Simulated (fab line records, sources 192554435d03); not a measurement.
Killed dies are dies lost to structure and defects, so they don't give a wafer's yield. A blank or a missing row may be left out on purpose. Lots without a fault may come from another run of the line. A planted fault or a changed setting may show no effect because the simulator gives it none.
Chamber matching | flow n5_finfet | N5_BEOL_M13_ETCH_68 on rie_diel-01: 4 sister chambers
The step etches SOC in N2/H2, time 355 s. 22 wafers are shown with their chamber, then 11 later ones without.

WAFERS WITH THEIR CHAMBER
wafer  | chamber | drypump_motor_current_A (A) | throttle_valve_pct (%) | showerhead_plenum_p_Torr (Torr)
L074.2 | 1       | 5.8                         | 17.51                  | 2.69
L074.5 | 2       | 6.4                         | 18.25                  | 2.63
L074.6 | 3       | 4.9                         | 17.38                  | 2.61
L075.3 | 1       | 5.8                         | 17.49                  | 2.69
L075.4 | 3       | 4.9                         | 17.38                  | 2.61
L075.5 | 0       | 6.0                         | 17.60                  | 2.61
L076.2 | 0       | 6.0                         | 17.61                  | 2.61
L076.4 | 2       | 6.4                         | 18.26                  | 2.63
L076.6 | 0       | 6.0                         | 17.62                  | 2.61
L078.1 | 2       | 6.3                         | 18.26                  | 2.63
L078.3 | 1       | 5.8                         | 17.51                  | 2.69
L078.6 | 2       | 6.3                         | 18.27                  | 2.63
L084.3 | 2       | 6.4                         | 18.27                  | 2.63
L084.5 | 1       | 5.8                         | 17.53                  | 2.68
L084.6 | 2       | 6.3                         | 18.26                  | 2.63
L087.2 | 0       | 6.0                         | 17.67                  | 2.60
L087.5 | 0       | 6.0                         | 17.65                  | 2.60
L087.6 | 1       | 5.8                         | 17.55                  | 2.68
L088.2 | 0       | 6.0                         | 17.65                  | 2.60
L088.3 | 2       | 6.4                         | 18.26                  | 2.62
L088.5 | 2       | 6.4                         | 18.27                  | 2.62
L091.4 | 3       | 4.9                         | 17.42                  | 2.59

SIGNATURES (means of the wafers above)
reading                  | chamber 0 | chamber 1 | chamber 2 | chamber 3 | scatter within a chamber
drypump_motor_current_A  | 6.000     | 5.800     | 6.362     | 4.900     | 0.0323
throttle_valve_pct       | 17.6333   | 17.5180   | 18.2625   | 17.3933   | 0.02
showerhead_plenum_p_Torr | 2.6050    | 2.6860    | 2.6275    | 2.6033    | 0.00618
Rule: a wafer's distance from a chamber is the root of the sum, over the readings, of the square of ((its reading less the chamber's mean) divided by the reading's scatter). The wafer belongs to the nearest chamber; if the next one is less than 2 further off, it can't be placed. The scatter: the root of (the sum of the squares of (reading less its chamber's mean) over the shown wafers, divided by (wafers less chambers)).

WAFERS WITHOUT THEIR CHAMBER
wafer  | drypump_motor_current_A (A) | throttle_valve_pct (%) | showerhead_plenum_p_Torr (Torr)
L091.5 | 6.0                         | 17.66                  | 2.60
L091.6 | 4.9                         | 17.43                  | 2.59
L089.2 | 6.0                         | 17.67                  | 2.60
L089.3 | 6.4                         | 18.29                  | 2.62
L089.6 | 6.0                         | 17.66                  | 2.60
L092.1 | 4.9                         | 17.44                  | 2.59
L092.4 | 5.8                         | 17.56                  | 2.68
L092.6 | 6.4                         | 18.29                  | 2.62
L093.1 | 5.8                         | 17.57                  | 2.67
L093.4 | 6.0                         | 17.67                  | 2.59
L093.5 | 5.8                         | 17.57                  | 2.67

WHICH CHAMBER EACH WENT THROUGH
wafer  | from the rows above | in truth
L091.5 | 0                   | 0
L091.6 | 3                   | 3
L089.2 | 0                   | 0
L089.3 | 2                   | 2
L089.6 | 0                   | 0
L092.1 | 3                   | 3
L092.4 | 1                   | 1
L092.6 | 2                   | 2
L093.1 | 1                   | 1
L093.4 | 0                   | 0
L093.5 | 1                   | 1
Placed correctly: 11 of 11. Can't be placed from these rows: 0. Placed wrongly: 0.
